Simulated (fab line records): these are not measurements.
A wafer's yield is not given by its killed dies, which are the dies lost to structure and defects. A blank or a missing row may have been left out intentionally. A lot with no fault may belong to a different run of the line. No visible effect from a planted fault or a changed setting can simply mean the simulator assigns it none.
Matching of chambers ; flow n5_finfet ; N5_BEOL_M11_ALD_74 on ald_metal-01: 4 sister chambers
The step deposits TaN, target thk 2 nm, pulse time 2 s, purge time 3 s. 8 wafers are shown with their chamber, then 11 later ones without.

== WAFERS, EACH WITH ITS CHAMBER ==
wafer;chamber;heater_power_w (W)
L080.6;3;427
L081.2;3;414
L083.6;1;414
L082.4;1;413
L085.1;0;407
L085.2;2;506
L085.5;2;517
L087.1;0;413

== WAFERS MISSING THEIR CHAMBER ==
wafer;heater_power_w (W)
L087.4;423
L087.5;416
L094.2;519
L094.4;420
L094.5;428
L092.1;430
L092.3;419
L092.4;514
L095.3;416
L095.5;520
L095.6;427

== CHAMBER TAKEN BY EACH ==
wafer;from the rows above;in truth
L087.4;can't be placed: 3 or 1 or 0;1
L087.5;can't be placed: 1 or 3 or 0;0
L094.2;2;2
L094.4;can't be placed: 3 or 1 or 0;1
L094.5;can't be placed: 3 or 1 or 0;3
L092.1;can't be placed: 3 or 1 or 0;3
L092.3;can't be placed: 3 or 1 or 0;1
L092.4;2;2
L095.3;can't be placed: 1 or 3 or 0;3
L095.5;2;2
L095.6;can't be placed: 3 or 1 or 0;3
3 of 11 placed correctly. From these rows, 8 cannot be placed; in 8 the true chamber is one of the candidates. Placed wrongly: 0.
How it was worked out, from the rows above alone: a wafer's distance from a chamber is the root of the sum, over the readings, of the square of ((its reading less the chamber's mean) divided by the reading's scatter). The wafer belongs to the nearest chamber; if the next one is less than 2 further off, it can't be placed. The mean given for a chamber averages the wafers shown for that chamber. The scatter is the square root of a quotient: the sum, over the shown wafers, of each reading's squared deviation from its chamber's mean, divided by wafers minus chambers.
